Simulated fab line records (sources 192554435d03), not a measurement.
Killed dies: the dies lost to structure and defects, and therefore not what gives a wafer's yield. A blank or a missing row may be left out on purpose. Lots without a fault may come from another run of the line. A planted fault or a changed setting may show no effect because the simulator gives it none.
The same fault as seen by 3 desks | flow n5-finfet | what lay behind the numbers comes last; until then each desk has only its own

## THE DEFECT DESK
Counts from the inspections along the route, per lot, as means over the sampled wafers that have a number. Marked OUT: a lot whose mean sits more than 4 standard deviations from the usual mean, which makes it out of limits; the brackets give that distance.
Columns: A = raw-defect-count at N5_START_INSPECT_01, usual 6.0
lot  | first seen here | A
L118 | day 1 12:02     | 5.3
L119 | day 1 18:02     | 5.3
L123 | day 2 18:02     | 6.3
L124 | day 3 00:02     | 4.7
L125 | day 3 06:02     | 5.7
L129 | day 4 06:02     | 5.7
L138 | day 6 12:02     | 6.3
L140 | day 7 00:02     | 3.3
L141 | day 7 06:02     | 6.0
This desk found nothing out of limits on any of the 9 lots.

## FOR THE TOOL OWNER'S DESK: rie-diel-02
The tool's own readings at N5_ZERO_LAYER_ETCH_17 (etches SiO2 in CF4, target depth 12 nm, time 13.3 s): means of the sampled wafers that have a number, for each lot that ran on this tool. Marked OUT: a lot whose mean sits more than 4 standard deviations from the usual mean, which makes it out of limits; the brackets give that distance.
Columns: A = drypump-motor-current-A at N5_ZERO_LAYER_ETCH_17, usual 6.0 A; B = oes-product-au at N5_ZERO_LAYER_ETCH_17, usual 0.79 a.u.; C = rf-vpp-V at N5_ZERO_LAYER_ETCH_17, usual 948 V; D = showerhead-plenum-p-Torr at N5_ZERO_LAYER_ETCH_17, usual 2.13 Torr; E = throttle-valve-pct at N5_ZERO_LAYER_ETCH_17, usual 15.70 %
lot  | first seen here | A   | B    | C   | D    | E
L118 | day 1 12:52     | 6.4 | 0.79 | 944 | 2.06 | 15.65
L119 | day 1 19:08     | 6.4 | 0.78 | 947 | 2.12 | 15.65
L123 | day 2 18:55     | 5.9 | 0.83 | 948 | 2.13 | 15.63
L125 | day 3 06:45     | 6.2 | 0.77 | 947 | 2.11 | 15.71
L129 | day 4 06:49     | 6.4 | 0.84 | 947 | 2.11 | 15.69
This desk found nothing out of limits on any of the 5 lots.

## AT THE METROLOGY DESK
Lot by lot, what the gauges showed, no matter which tool ran the lot: averages of those sampled wafers that carry a number. Marked OUT: a lot whose mean sits more than 4 standard deviations from the usual mean, which makes it out of limits; the brackets give that distance. Shown here are 7 of its 11 readings, the ones lying furthest out on some lot.
Columns: A = cd-nm at N5_ZERO_LAYER_CD_MEAS_11, usual 2000.1 nm; B = DIBL_N at N5_BEOL_M4_RC_MEAS_101, usual 35.8 mV/V; C = IOFF_P at N5_BEOL_M4_RC_MEAS_101, usual 0.204 nA/um; D = ION_N at N5_BEOL_M4_RC_MEAS_101, usual 673 uA/um; E = ION_P at N5_BEOL_M4_RC_MEAS_101, usual 462 uA/um; F = VT_N at N5_BEOL_M4_RC_MEAS_101, usual 250.5 mV; G = VT_P at N5_BEOL_M4_RC_MEAS_101, usual -251 mV
lot  | first seen here | A      | B    | C     | D   | E   | F     | G
L118 | day 1 12:39     | 2001.1 | 36.5 | 0.181 | 676 | 454 | 248.9 | -252
L119 | day 1 18:46     | 2001.7 | 36.9 | 0.208 | 683 | 467 | 249.8 | -250
L123 | day 2 18:46     | 2001.0 | 35.6 | 0.217 | 661 | 462 | 251.5 | -249
L124 | day 3 00:38     | 2000.1 | 35.8 | 0.193 | 668 | 459 | 250.2 | -252
L125 | day 3 06:38     | 1999.0 | 34.4 | 0.203 | 664 | 462 | 253.8 | -251
L129 | day 4 06:40     | 1999.2 | 35.5 | 0.168 | 665 | 457 | 253.3 | -256
L138 | day 6 12:46     | 1997.9 | 37.3 | 0.230 | 669 | 466 | 251.8 | -248
L140 | day 7 00:46     | 1998.7 | 36.1 | 0.169 | 666 | 457 | 250.9 | -254
L141 | day 7 06:38     | 1998.2 | 35.9 | 0.192 | 664 | 458 | 253.0 | -253
This desk found nothing out of limits on any of the 9 lots.

## BROUGHT TOGETHER
Nothing out of limits was seen by the defect desk.
Nothing out of limits was seen by the tool owner's desk.
Nothing out of limits was seen by the metrology desk.

## WHAT THE SIMULATOR HAD PUT IN
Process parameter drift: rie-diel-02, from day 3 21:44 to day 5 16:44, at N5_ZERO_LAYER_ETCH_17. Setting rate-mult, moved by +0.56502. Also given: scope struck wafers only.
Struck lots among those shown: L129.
